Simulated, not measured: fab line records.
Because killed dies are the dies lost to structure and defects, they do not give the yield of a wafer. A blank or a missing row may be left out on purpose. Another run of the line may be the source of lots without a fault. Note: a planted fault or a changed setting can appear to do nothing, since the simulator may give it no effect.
Which tool is to blame? -- flow nand_harc -- 6 lots with 18 wafers sampled at 4 steps, on a route of 1159 steps

## WHAT EACH GAUGE READ, for each wafer
NHARC_A_SOURCE_PLATE_THK_MEAS_09: measures by ellipsometry.
lot,measured,on,thk_nm (nm)
L213,day 7 01:17,film_metro-01,10.2 8.2 10.9
L216,day 8 04:52,film_metro-02,10.5 10.2 10.6
L229,day 11 06:52,film_metro-01,9.6 9.1 9.8
L228,day 11 06:52,film_metro-02,9.4 11.2 10.0
L231,day 11 21:53,film_metro-02,10.3 10.1 10.1

## TOOL THAT RAN EACH LOT (tool first, then ch and the chambers of the sampled wafers, then the start)
lot,NHARC_P_BONDPAD_PRE_CLEAN_26,NHARC_P_BONDPAD_CMP_19,NHARC_A_ZERO_WELL_ETCH_13
L213,"pvd_sputter-02, day 6 14:07 or earlier","cmp-04 ch 0,1,2, day 6 14:07","rie_si-01 ch 1,2, day 6 16:17"
L216,"pvd_sputter-02, day 7 18:23 or earlier","cmp-01 ch 1,2, day 7 18:23","rie_si-06 ch 0,1,2, day 7 20:38"
L217,"pvd_sputter-03, day 8 00:08 or earlier","cmp-01 ch 0,1,3, day 8 00:08","rie_si-05 ch 0,1,3, day 8 02:11"
L229,"pvd_sputter-01, day 10 17:30 or earlier","cmp-01 ch 0,1,2, day 10 17:30","rie_si-05 ch 0,2,3, day 10 19:44"
L228,"pvd_sputter-01, day 10 18:20 or earlier","cmp-04 ch 2,3, day 10 18:20","rie_si-01 ch 0,3, day 10 20:38"
L231,"pvd_sputter-01, day 11 11:35 or earlier","cmp-04 ch 1,2, day 11 11:35","rie_si-05 ch 1,3, day 11 13:40"
- NHARC_P_BONDPAD_PRE_CLEAN_26: time 30 s.
- NHARC_P_BONDPAD_CMP_19: polishes, t overpolish 30 s, cu recess touch 16 s, target thk 160.81 nm.
- NHARC_A_ZERO_WELL_ETCH_13: etches the open film in HBr/Cl2, target depth 120 nm, time 40.1 s.

## THE ANSWER, worked out from the rows above alone
Rule: what is usual is taken from the lots themselves. Put in order of their means at a reading, lots are off if they are a third of the lots or fewer, leave a main group of 4 or more, and stand apart from it by a gap of 3 or more times the standard deviation of the main group's means; of several such gaps the widest counts. Not used: any main group whose means are identical at the precision the tables above print for the reading. Also off: a lot with no number at a reading for which 4 or more lots have one. Any other lot the step has rows for is counted as sound.
None of the lots is off at any reading shown; this tells nothing.

## WHAT THE SIMULATOR PUT IN
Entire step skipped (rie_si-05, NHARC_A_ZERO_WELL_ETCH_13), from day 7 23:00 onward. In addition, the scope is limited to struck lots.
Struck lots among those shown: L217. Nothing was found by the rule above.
